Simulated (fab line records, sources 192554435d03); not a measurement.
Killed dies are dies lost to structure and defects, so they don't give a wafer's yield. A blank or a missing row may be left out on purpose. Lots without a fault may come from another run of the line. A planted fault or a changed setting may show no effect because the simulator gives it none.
Chamber matching | flow n5_finfet | N5_BEOL_M10_STRIP_19 on rie_diel-04: 4 sister chambers
The step strips in O2. 8 wafers are shown with their chamber, then 7 later ones without.

WAFERS WITH THEIR CHAMBER
wafer  | chamber | throttle_valve_pct (%) | showerhead_plenum_p_Torr (Torr)
L080.5 | 1       | 16.40                  | 2.04
L083.3 | 3       | 16.53                  | 2.12
L083.4 | 0       | 16.48                  | 2.13
L083.5 | 3       | 16.56                  | 2.12
L092.2 | 1       | 16.49                  | 2.03
L092.6 | 2       | 17.05                  | 2.06
L094.1 | 0       | 16.51                  | 2.13
L094.2 | 2       | 17.05                  | 2.06

WAFERS WITHOUT THEIR CHAMBER
wafer  | throttle_valve_pct (%) | showerhead_plenum_p_Torr (Torr)
L094.3 | 16.59                  | 2.11
L097.1 | 17.06                  | 2.06
L097.2 | 16.48                  | 2.03
L097.5 | 16.48                  | 2.03
L095.4 | 16.58                  | 2.11
L095.5 | 16.46                  | 2.03
L095.6 | 16.51                  | 2.12

WHICH CHAMBER EACH WENT THROUGH
wafer  | from the rows above     | in truth
L094.3 | 3                       | 3
L097.1 | 2                       | 2
L097.2 | 1                       | 1
L097.5 | 1                       | 1
L095.4 | 3                       | 3
L095.5 | 1                       | 1
L095.6 | can't be placed: 3 or 0 | 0
Placed correctly: 6 of 7. Can't be placed from these rows: 1 (the true chamber is among the candidates in 1). Placed wrongly: 0.
How it was worked out, from the rows above alone: a wafer's distance from a chamber is the root of the sum, over the readings, of the square of ((its reading less the chamber's mean) divided by the reading's scatter). The wafer belongs to the nearest chamber; if the next one is less than 2 further off, it can't be placed. A chamber's mean is the mean of its shown wafers. The scatter: the root of (the sum of the squares of (reading less its chamber's mean) over the shown wafers, divided by (wafers less chambers)).
